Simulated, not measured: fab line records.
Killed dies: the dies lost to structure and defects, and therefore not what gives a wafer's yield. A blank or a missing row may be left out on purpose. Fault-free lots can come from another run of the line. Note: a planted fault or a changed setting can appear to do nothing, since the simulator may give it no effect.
Comparing a struck lot with a sound one || flow n5_finfet || 13 out of 1938 route steps
Sound: wafers L858.3, L858.4, L858.5. The struck wafers were L872.2, L872.5, L872.6. Last of all comes the cause.
Order at every step that has rows: each side's tool, ch and its chambers, its first start. Under that, the readings that differ: sound wafers || struck wafers || difference of the means || sigmas: that difference in standard deviations of wafers without a fault.
alike: words and numbers the same on both sides, and readings whose means are apart by under 2 such deviations; not compared: readings that were withheld, readings missing a value for some wafer, numbers with overlapping values and no deviation given by the record, and bounds like >300 which may hide the same value.
The two part at a step that has a row with sigmas, a row that says differs or no value, or rows on one side only. When numbers do not overlap yet have no deviation, they are printed without sigmas and do not part them. Lack of a reading on every wafer of one side parts them only where that side has two or more wafers.

first, 1 step without rows for these wafers: N5_SD_EPI_P_SRD_25 (time 30 s).
N5_SD_EPI_P_INSPECT_26: inspects for defects (darkfield).
  struck on defect_inspect-01, day 7 14:48; sound on defect_inspect-01, day 3 21:17
  alike: raw_defect_count
N5_SD_ACTIVATION_RTA_00: time 0 s.
  sound on rtp_anneal-02 ch 0, day 3 21:23; struck on rtp_anneal-01 ch 0, day 7 14:52
  alike: lamp_power_pct, wafer_temp_C_max
N5_SD_ACTIVATION_LSA_01: time 0.0008 s.
  sound on laser_anneal-02 ch 0, day 3 21:35; struck on laser_anneal-02 ch 0, day 7 15:04
  alike: wafer_temp_C_max
N5_SD_ACTIVATION_INSPECT_02: inspects for defects (darkfield).
  struck on defect_inspect-02, day 7 15:34; sound on defect_inspect-01, day 3 22:02
  alike: raw_defect_count
N5_ILD0_LINER_00: material SiNx, target thk 4 nm, pulse time 1 s, purge time 2 s.
  sound on ald_sin-04 ch 2,3, day 3 22:05; struck on ald_sin-04 ch 1,2, day 7 15:36
  alike: heater_power_w, precursor_pulse_height_rel
  not compared: since_wet_clean_h
then, 2 steps without rows for these wafers: N5_ILD0_FCVD_FILL_01 (material SiO2 flowable, target thk 200 nm, time 328.3 s); N5_ILD0_CURE_02 (time 1800 s).
N5_ILD0_CMP_03: polishes, stops on SiNx, t overpolish 1.9 s, target thk 197.38 nm.
  sound on cmp-04 ch 1,2, day 4 00:42; struck on cmp-02 ch 1,2, day 7 18:00
  alike: head_pressure_psi, motor_current_A, overpolish_run_s, time_to_endpoint_s
N5_ILD0_THK_MEAS_04:
  struck on film_metro-02, day 7 18:16; sound on film_metro-01, day 4 01:00
  alike: thk_nm
N5_ILD0_CMP_07: polishes SiO2 flowable, stops on poly-Si, t overpolish 1.18 s, target thk 138.88 nm.
  sound on cmp-04 ch 1,2, day 4 01:02; struck on cmp-02 ch 0,1,3, day 7 18:22
{"reading": "head_pressure_psi (psi)", "sound": "4.155 4.148 4.144", "struck": "2.856 2.840 2.821", "difference": -1.310, "sigmas": "-99 or more"}
  alike: motor_current_A
N5_ILD0_THK_MEAS_08:
  struck on film_metro-02, day 7 18:35; sound on film_metro-02, day 4 01:19
  alike: thk_nm
-- the record jumps here: 9 days lie between the struck wafers' starts before and after (it left off in module ILD0 and takes up again in module PASSIVATION, whose first step shown is number 1936 of the route) --
N5_PASSIVATION_PROBE_49:
  struck on prober-01, day 16 11:59; sound on prober-01, day 11 23:34
  alike: killed_at_M0_to_M3, killed_at_M4_up, killed_at_contacts, killed_at_front_end, killed_at_other, killed_dies, killed_open, killed_short

## WHERE THEY PART
Within this record, at N5_ILD0_CMP_07 only. Later steps at which nothing parts them and some readings are alike: N5_ILD0_THK_MEAS_08, N5_PASSIVATION_PROBE_49.

WHY: what the simulator had put in
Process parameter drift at N5_ILD0_CMP_07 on cmp-02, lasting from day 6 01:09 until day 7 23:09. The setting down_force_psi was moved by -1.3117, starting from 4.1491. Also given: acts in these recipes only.
